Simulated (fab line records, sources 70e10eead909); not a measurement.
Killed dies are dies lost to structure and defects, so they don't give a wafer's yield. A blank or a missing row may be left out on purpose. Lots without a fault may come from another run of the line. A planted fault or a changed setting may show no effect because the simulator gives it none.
Which tool did it? | flow nand_harc | 15 lots, 45 wafers sampled, at 2 steps of a route of 1159

WHAT THE GAUGES READ, wafer by wafer
NHARC_P_M2_INSPECT_27. Usual: raw_defect_count 321, standard deviation 100.
lot  | measured     | on                | raw_defect_count | flag
L101 | day 6 15:57  | defect_inspect-02 | 468 319 388      |
L104 | day 7 01:12  | defect_inspect-02 | 298 223 209      |
L106 | day 7 18:09  | defect_inspect-02 | 302 244 386      |
L105 | day 7 20:16  | defect_inspect-02 | 506 216 270      |
L109 | day 8 04:37  | defect_inspect-02 | 261 244 139      |
L114 | day 10 03:58 | defect_inspect-02 | 240 248 294      |
L115 | day 10 07:48 | defect_inspect-01 | 454 293 349      |
L116 | day 10 09:42 | defect_inspect-01 | 287 225 325      |
L118 | day 10 11:23 | defect_inspect-02 | 260 274 203      |
L117 | day 10 11:46 | defect_inspect-01 | 250 237 315      |
L119 | day 10 19:14 | defect_inspect-02 | 331 183 535      |
L120 | day 11 05:42 | defect_inspect-02 | 690 279 496      |
L121 | day 11 11:55 | defect_inspect-01 | 382 301 224      |
L123 | day 11 16:43 | defect_inspect-01 | 351 325 433      |
L122 | day 11 17:23 | defect_inspect-01 | 451 337 341      |

WHICH TOOL RAN EACH LOT (tool, then ch and the chambers of the sampled wafers, then the start)
lot  | NHARC_P_M2_CMP_23
L101 | cmp-01 ch 0,3, day 6 15:31
L104 | cmp-02 ch 0,3, day 7 00:45
L106 | cmp-01 ch 0,1, day 7 17:43
L105 | cmp-02 ch 1,2,3, day 7 19:52
L109 | cmp-03 ch 0,2,3, day 8 04:10
L114 | cmp-03 ch 0,1,3, day 10 03:32
L115 | cmp-03 ch 0,1, day 10 07:20
L116 | cmp-03 ch 0,2,3, day 10 09:14
L118 | cmp-03 ch 0,1,2, day 10 10:55
L117 | cmp-03 ch 2,3, day 10 11:17
L119 | cmp-03 ch 0,1,2, day 10 18:44
L120 | cmp-03 ch 1,3, day 11 05:15
L121 | cmp-02 ch 0,1, day 11 11:27
L123 | cmp-02 ch 0,1,2, day 11 16:17
L122 | cmp-01 ch 1,3, day 11 16:55
- NHARC_P_M2_CMP_23: polishes, t overpolish 20 s, target thk 144.3 nm.

WHAT THE TOOLS THEMSELVES READ (means of the sampled wafers that have a number; where no wafer has one, the mark that the record gives instead)
NHARC_P_M2_CMP_23. Usual: motor_current_A 11.9 A, standard deviation 1.1; time_to_endpoint_s 28.7 s, standard deviation 2.1.
lot  | tool   | motor_current_A (A) | time_to_endpoint_s (s) | flag
L101 | cmp-01 | 13.3                | 26.8                   |
L104 | cmp-02 | 10.5                | 29.1                   |
L106 | cmp-01 | 11.4                | 29.4                   |
L105 | cmp-02 | 12.4                | 32.5                   |
L109 | cmp-03 | 12.1                | 32.2                   |
L114 | cmp-03 | 11.6                | 26.5                   |
L115 | cmp-03 | 12.3                | 27.0                   |
L116 | cmp-03 | 11.8                | 27.3                   |
L118 | cmp-03 | 12.0                | 26.7                   |
L117 | cmp-03 | 12.3                | 29.0                   |
L119 | cmp-03 | 12.0                | 27.1                   |
L120 | cmp-03 | 12.3                | 29.4                   |
L121 | cmp-02 | 11.0                | 26.2                   |
L123 | cmp-02 | 11.3                | 29.5                   |
L122 | cmp-01 | 12.5                | 29.9                   |

THE ANSWER, worked out from the rows above alone
Rule: a lot is off if the mean of its wafers that have a number lies more than 3 standard deviations from the usual mean. A lot without any number at a reading at which 4 lots or more have one is off too. The other lots that the step has rows for count as sound. The gauges are gone through in route order, then the tools' own readings, and for those a lot's mean is taken as printed above. The first step at which some lot is off is used, and at that step the reading that is off furthest; a lot without a number counts as furthest.
No lot is off at any reading shown: from this, nothing can be told.

WHAT THE SIMULATOR HAD PUT IN
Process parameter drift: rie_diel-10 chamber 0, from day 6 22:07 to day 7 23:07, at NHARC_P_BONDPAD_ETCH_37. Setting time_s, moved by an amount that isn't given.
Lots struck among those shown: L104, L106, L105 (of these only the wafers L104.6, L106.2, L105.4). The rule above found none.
